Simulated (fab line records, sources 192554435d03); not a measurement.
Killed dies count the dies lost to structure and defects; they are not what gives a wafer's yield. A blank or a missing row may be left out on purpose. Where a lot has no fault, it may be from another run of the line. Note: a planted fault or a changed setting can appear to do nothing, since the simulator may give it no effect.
Matching of chambers    flow n5 finfet    cvd co-02 running N5_BEOL_M5_PRE_CLEAN_77: 3 sister chambers
The step time 15 s. 45 wafers are shown with their chamber, then 12 later ones without.

## WAFERS PAIRED WITH THEIR CHAMBERS
wafer   chamber  heater power w (W)
L074.2  2        90
L074.3  1        72
L074.4  0        94
L076.1  1        72
L076.2  0        91
L076.3  2        91
L076.4  2        87
L076.5  1        73
L076.6  0        91
L075.4  1        71
L075.5  2        88
L075.6  0        93
L078.1  1        73
L078.2  2        88
L078.3  0        93
L078.4  2        88
L078.5  1        73
L078.6  0        95
L079.1  1        74
L079.2  0        95
L079.3  2        87
L079.4  1        70
L079.5  2        88
L079.6  0        93
L083.2  1        72
L083.3  2        89
L083.6  2        88
L082.2  2        89
L082.4  0        93
L082.5  1        71
L081.3  1        70
L081.5  2        89
L081.6  0        93
L084.1  2        89
L084.2  0        90
L084.3  1        71
L084.4  0        95
L084.5  2        93
L084.6  1        71
L086.4  0        91
L086.5  2        90
L086.6  1        72
L090.2  0        94
L090.3  1        73
L090.4  1        73

SIGNATURES, as means of the wafers listed above
reading         chamber 0  chamber 1  chamber 2  scatter within a chamber
heater power w  92.93      71.94      88.93      1.47
Rule: a wafer's distance from a chamber is the root of the sum, over the readings, of the square of ((its reading less the chamber's mean) divided by the reading's scatter). If the next closest chamber is less than 2 further off than the closest, the wafer can't be placed; otherwise it belongs to the closest. The scatter is the square root of a quotient: the sum, over the shown wafers, of each reading's squared deviation from its chamber's mean, divided by wafers minus chambers.

## WAFERS MISSING THEIR CHAMBER
wafer   heater power w (W)
L092.2  73
L092.5  69
L092.6  95
L091.1  90
L091.3  71
L091.6  74
L097.1  93
L097.3  91
L097.6  96
L096.4  88
L096.5  91
L096.6  94

## CHAMBER TAKEN BY EACH
wafer   from the rows above      in truth
L092.2  1                        1
L092.5  1                        1
L092.6  0                        0
L091.1  can't be placed: 2 or 0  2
L091.3  1                        1
L091.6  1                        1
L097.1  0                        0
L097.3  can't be placed: 0 or 2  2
L097.6  0                        0
L096.4  2                        2
L096.5  can't be placed: 0 or 2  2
L096.6  0                        0
Correctly placed: 9 of 12. From these rows, 3 cannot be placed; in 3 the true chamber is one of the candidates. 0 placed wrongly.
